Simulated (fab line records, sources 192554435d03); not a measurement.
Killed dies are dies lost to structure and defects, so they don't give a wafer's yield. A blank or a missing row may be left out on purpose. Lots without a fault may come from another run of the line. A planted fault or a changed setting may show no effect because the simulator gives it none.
Chamber matching | flow n5_finfet | N5_BEOL_M14_CMP_49 on cmp-03: 4 sister chambers
The step polishes, stops on SiO2, t overpolish 5.2 s, target thk 560 nm. 4 wafers are shown with their chamber, then 7 later ones without.

WAFERS WITH THEIR CHAMBER
wafer  | chamber | motor_current_A (A)
L809.1 | 1       | 7.3
L809.5 | 3       | 9.2
L820.2 | 0       | 7.7
L820.4 | 2       | 8.1

WAFERS WITHOUT THEIR CHAMBER
wafer  | motor_current_A (A)
L820.6 | 7.3
L822.1 | 7.9
L822.5 | 7.2
L822.6 | 7.6
L823.2 | 8.1
L823.5 | 9.5
L823.6 | 7.6

WHICH CHAMBER EACH WENT THROUGH
wafer  | from the rows above     | in truth
L820.6 | 1                       | 1
L822.1 | can't be placed: 2 or 0 | 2
L822.5 | 1                       | 1
L822.6 | can't be placed: 0 or 1 | 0
L823.2 | 2                       | 2
L823.5 | 3                       | 3
L823.6 | can't be placed: 0 or 1 | 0
Placed correctly: 4 of 7. Can't be placed from these rows: 3 (the true chamber is among the candidates in 3). Placed wrongly: 0.
How it was worked out, from the rows above alone: a wafer's distance from a chamber is the root of the sum, over the readings, of the square of ((its reading less the chamber's mean) divided by the reading's scatter). The wafer belongs to the nearest chamber; if the next one is less than 2 further off, it can't be placed. A chamber's mean is the mean of its shown wafers. The scatter: with one shown wafer a chamber, the root of the mean of the squares of how far each hidden wafer lies from its nearest shown one.
